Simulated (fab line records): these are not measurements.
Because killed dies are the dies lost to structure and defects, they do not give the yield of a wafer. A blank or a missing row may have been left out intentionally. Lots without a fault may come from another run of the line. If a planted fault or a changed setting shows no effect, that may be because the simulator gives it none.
Comparing a struck lot with a sound one    flow n5 finfet    37 steps out of a route of 1938
Sound: these wafers, L578.1, L578.3, L578.5. Wafers struck: L588.1, L588.6. At the end, the cause is stated.
Per side, at each step with rows, come the tool, then ch with its chambers, and then its first start. Under that, the readings that differ: sound wafers    struck wafers    difference of the means    sigmas: that difference in standard deviations of wafers without a fault.
alike: same words and numbers on both sides, and readings whose means sit less than 2 such deviations apart. not compared: any withheld reading, any reading some wafer has no value for, any bound like >300 that may hide the same value, and any number with overlapping values for which the record gives no deviation.
The two part at a step that has a row with sigmas, a row that says differs or no value, or rows on one side only. When numbers do not overlap yet have no deviation, they are printed without sigmas and do not part them. A reading missing from all wafers of one side parts the sides only when that side holds two or more wafers.

first, 8 steps without rows for these wafers: N5_BEOL_M7_SPUTTER_48 (material Cu, target thk 10 nm, time 1.667 s); N5_BEOL_M7_ECD_50 (material Cu, target thk 300 nm); N5_BEOL_M7_ANNEAL_51 (time 90 s); N5_BEOL_M7_CMP_52 (polishes, stops on SiCOH lowk, t overpolish 6.9 s, target thk 80 nm); N5_BEOL_M7_PRE_CLEAN_55 (time 15 s); N5_BEOL_M7_DEP_56 (deposits SiCN from 3MS/NH3, target thk 10 nm, time 17.5 s); N5_BEOL_M8_ILD_DEP_00 (deposits SiCOH lowk from DEMS/porogen, target thk 179.75 nm, time 33.4 s); N5_BEOL_M8_CURE_74 (cures SiCOH lowk, time 240 s).
N5_BEOL_M8_PECVD_70: deposits SiO2 from TEOS/O2, target thk 20 nm, time 22.7 s.
  sound on pecvd-04 ch 1,2, day 13 13:52; struck on pecvd-01 ch 0,2, day 14 18:11
reading                                     sound           struck   difference  sigmas
model.SiO2_of_BEOL_M8_PECVD_70.thk nm (nm)  19.6 19.4 19.8  16 16.2  -4          
  alike: heater power w, showerhead plenum p Torr, throttle valve pct
then, 25 steps without rows for these wafers: N5_BEOL_M8_HM_DEP_02 (deposits TiN, target thk 20 nm); N5_BEOL_M8_COAT_59 (time 60 s, resist thk 100 nm); N5_BEOL_M8_COAT_60 (time 60 s, resist thk 35 nm); N5_BEOL_M8_COAT_05 (resist thk 90 nm); N5_BEOL_M8_EBR_07; N5_BEOL_M8_SOFTBAKE_06 (time 60 s); N5_BEOL_M8_EXPOSE_08 (exposes mask M8); N5_BEOL_M8_PEB_09 (peb time 60 s); N5_BEOL_M8_DEVELOP_10 (develop time 30 s); N5_BEOL_M8_DESCUM_16 (chemistry O2, time 7.9 s); N5_BEOL_M8_ETCH_61 (etches SiARC in CF4, target depth 45.5 nm, time 75.8 s); N5_BEOL_M8_ETCH_62 (etches SOC in N2/H2, target depth 110 nm, overetch 22 nm, time 165 s); N5_BEOL_M8_STRIP_68 (strips in N2/H2); N5_BEOL_M8_STRIP_67 (strips in CF4); N5_BEOL_M8_HM_OPEN_17 (chemistry Cl2/BCl3, target TiN, target depth 20 nm, overetch 6 nm); N5_BEOL_M8_STRIP_19 (strips in O2); N5_BEOL_M8_COAT_63 (time 60 s, resist thk 60 nm); N5_BEOL_M8_COAT_64 (time 60 s, resist thk 12 nm); N5_BEOL_M8_COAT_71 (time 60 s, resist thk 5 nm); N5_BEOL_M8_COAT_22 (resist thk 30 nm); N5_BEOL_M8_EBR_24; N5_BEOL_M8_SOFTBAKE_23 (time 60 s); N5_BEOL_M8_EXPOSE_25 (exposes mask V7, target cd 40 nm); N5_BEOL_M8_PEB_26 (peb time 60 s); N5_BEOL_M8_DEVELOP_27 (develop time 30 s).
N5_BEOL_M8_HM_STRIP_39: strips TiN in peroxide tin strip, target depth 25 nm, time 158 s.
  sound on wet bench-01 ch 1,3,7, day 13 19:34; struck on wet bench-03 ch 2,3, day 15 01:41
reading                                     sound           struck   difference  sigmas
model.SiO2_of_BEOL_M8_PECVD_70.thk nm (nm)  19.4 19.4 19.6  15.8 16  -3.6        
N5_BEOL_M8_CMP_52: polishes, stops on SiCOH lowk, t overpolish 6.9 s, target thk 80 nm.
  sound on cmp-04 ch 0,1, day 13 22:29; struck on cmp-01 ch 1, day 15 04:46
reading                       sound           struck     difference  sigmas
barrier field endpoint s (s)  29.4 28.4 29.5  23.9 24.0  -5.1        -6
  alike: clearing platen rpm, motor current A
  not compared: pad life wafers
then, 1 step without rows for these wafers: N5_PASSIVATION_PROBE_49.

## WHERE THEY PART
Within this record, at N5_BEOL_M8_CMP_52 only.

WHY: whatever the simulator had introduced
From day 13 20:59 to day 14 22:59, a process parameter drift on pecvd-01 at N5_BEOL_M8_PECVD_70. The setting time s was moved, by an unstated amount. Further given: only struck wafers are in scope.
